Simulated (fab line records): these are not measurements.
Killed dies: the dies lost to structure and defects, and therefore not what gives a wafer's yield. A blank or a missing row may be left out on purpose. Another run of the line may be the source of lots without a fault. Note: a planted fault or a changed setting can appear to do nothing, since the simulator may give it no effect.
Chamber matching / flow n5-finfet / ald-metal-04 running N5_BEOL_M2_ALD_84: 4 sister chambers
The step deposits TaN, pulse time 2 s, purge time 3 s, co reactant purge time 2 s. 7 wafers are shown with their chamber, then 7 later ones without.

== WAFERS PAIRED WITH THEIR CHAMBERS ==
wafer=L076.1; chamber=0; heater-power-w (W)=379
wafer=L080.2; chamber=0; heater-power-w (W)=406
wafer=L080.4; chamber=1; heater-power-w (W)=388
wafer=L086.3; chamber=3; heater-power-w (W)=393
wafer=L086.6; chamber=2; heater-power-w (W)=397
wafer=L088.1; chamber=1; heater-power-w (W)=387
wafer=L088.4; chamber=2; heater-power-w (W)=400

== WAFERS WITH NO CHAMBER GIVEN ==
wafer=L088.5; heater-power-w (W)=397
wafer=L090.2; heater-power-w (W)=409
wafer=L090.3; heater-power-w (W)=395
wafer=L090.6; heater-power-w (W)=383
wafer=L092.2; heater-power-w (W)=392
wafer=L092.4; heater-power-w (W)=375
wafer=L092.5; heater-power-w (W)=393

== THE CHAMBER EACH PASSED THROUGH ==
wafer=L088.5; from the rows above=can't be placed: 2 or 3 or 0 or 1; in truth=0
wafer=L090.2; from the rows above=can't be placed: 2 or 3 or 0 or 1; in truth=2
wafer=L090.3; from the rows above=can't be placed: 3 or 0 or 2 or 1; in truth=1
wafer=L090.6; from the rows above=can't be placed: 1 or 0 or 3 or 2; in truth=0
wafer=L092.2; from the rows above=can't be placed: 0 or 3 or 1 or 2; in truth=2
wafer=L092.4; from the rows above=can't be placed: 1 or 0 or 3 or 2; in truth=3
wafer=L092.5; from the rows above=can't be placed: 3 or 0 or 1 or 2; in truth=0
0 of 7 placed correctly. From these rows, 7 cannot be placed; in 7 the true chamber is one of the candidates. Placed wrongly: 0.
How it was worked out, from the rows above alone: a wafer's distance from a chamber is the root of the sum, over the readings, of the square of ((its reading less the chamber's mean) divided by the reading's scatter). The wafer belongs to the nearest chamber; if the next one is less than 2 further off, it can't be placed. Each chamber's mean is taken over the wafers shown for it. The scatter: take each reading less its chamber's mean, square it, sum over the shown wafers, divide by the number of wafers less the number of chambers, and take the root.
